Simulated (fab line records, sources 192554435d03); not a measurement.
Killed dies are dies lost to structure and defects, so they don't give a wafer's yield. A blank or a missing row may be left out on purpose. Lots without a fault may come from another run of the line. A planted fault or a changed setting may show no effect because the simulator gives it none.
A struck lot beside a sound one | flow n5_finfet | 15 steps out of a route of 1938
Sound: wafers L113.2, L113.4, L113.6. Struck: wafers L115.1, L115.2. (L115.6 of the same lot was not struck and is left out.) The cause comes at the end.
At each step with rows: each side's tool, then ch and its chambers, then its first start. Under that, the readings that differ: sound wafers | struck wafers | difference of the means | sigmas: that difference in standard deviations of wafers without a fault.
alike: readings whose means differ by less than 2 such deviations, and words and numbers that are the same on both sides. not compared: withheld readings, readings that some wafer has no value for, bounds like >300 that may hide the same value, and numbers for which the record gives no deviation and whose values overlap.
The two part at a step that has a row with sigmas, a row that says differs or no value, or rows on one side only. Numbers that don't overlap but have no deviation are shown without sigmas and don't part them. A reading that every wafer of one side lacks parts them only if that side has two wafers or more.

first, 2 steps without rows for these wafers: N5_BEOL_M15_PRECLEAN_39 (cleans in residue remover, time 60 s); N5_BEOL_M15_SRD_40 (time 30 s, dry time 30 s).
N5_BEOL_M15_DEGAS_41: time 60 s.
  sound on pvd_sputter-02, day 17 01:53; struck on pvd_sputter-01, day 18 05:56
  alike: heater_power_w
N5_BEOL_M15_PRE_CLEAN_42: time 30 s.
  sound on pvd_sputter-02, day 17 01:56; struck on pvd_sputter-01, day 18 05:58
  alike: heater_power_w
N5_BEOL_M15_SPUTTER_43: material TaN, target thk 15 nm, time 24.19 s.
  sound on pvd_sputter-02, day 17 01:58; struck on pvd_sputter-01, day 18 06:01
  alike: cathode_dc_power_W, throttle_valve_pct
then, 3 steps without rows for these wafers: N5_BEOL_M15_SPUTTER_44 (material Ta, target thk 15 nm, time 24.19 s); N5_BEOL_M15_SPUTTER_45 (material Cu, target thk 100 nm, time 16.67 s); N5_BEOL_M15_ECD_47 (material Cu, target thk 1860 nm).
N5_BEOL_M15_ANNEAL_48: time 90 s.
  sound on rtp_anneal-01 ch 0, day 17 02:32; struck on rtp_anneal-01 ch 0, day 18 06:32
  alike: anneal_temp_c, wafer_temp_C_max
N5_BEOL_M15_CMP_49: polishes, stops on SiO2, t overpolish 4.9 s, target thk 850 nm.
  sound on cmp-01 ch 0,1,2, day 17 02:52; struck on cmp-01 ch 0,3, day 18 06:50
  alike: barrier_field_endpoint_s, clearing_platen_down_force_psi, edge_zone_pressure_frac, motor_current_A, overpolish_run_s
N5_BEOL_M15_THK_MEAS_50: measures by xrf.
  sound on film_metro-01, day 17 03:05; struck on film_metro-01, day 18 07:08
  alike: M15_THK
then, 1 step without rows for these wafers: N5_BEOL_M15_PRE_CLEAN_52 (time 15 s).
N5_BEOL_M15_DEP_53: deposits SiCN from 3MS/NH3, target thk 50 nm, time 17.8 s.
  sound on pecvd-02 ch 1,2, day 17 03:09; struck on pecvd-02 ch 0,2, day 18 07:12
  reading                                   | sound        | struck  | difference | sigmas
  model.SiCN_of_BEOL_M15_DEP_53.thk_nm (nm) | 49.4 49.8 50 | 56.6 56 | +6.6       |
  alike: rf_fwd_power_W, showerhead_plenum_p_Torr, throttle_valve_pct
N5_BEOL_M15_RS_MEAS_54: measures by four-point-probe.
  sound on film_metro-01, day 17 03:13; struck on film_metro-02, day 18 07:17
  alike: M15_RS
then, 1 step without rows for these wafers: N5_PASSIVATION_PROBE_49.

WHERE THEY PART
Nowhere in this record.

WHY: what the simulator had put in
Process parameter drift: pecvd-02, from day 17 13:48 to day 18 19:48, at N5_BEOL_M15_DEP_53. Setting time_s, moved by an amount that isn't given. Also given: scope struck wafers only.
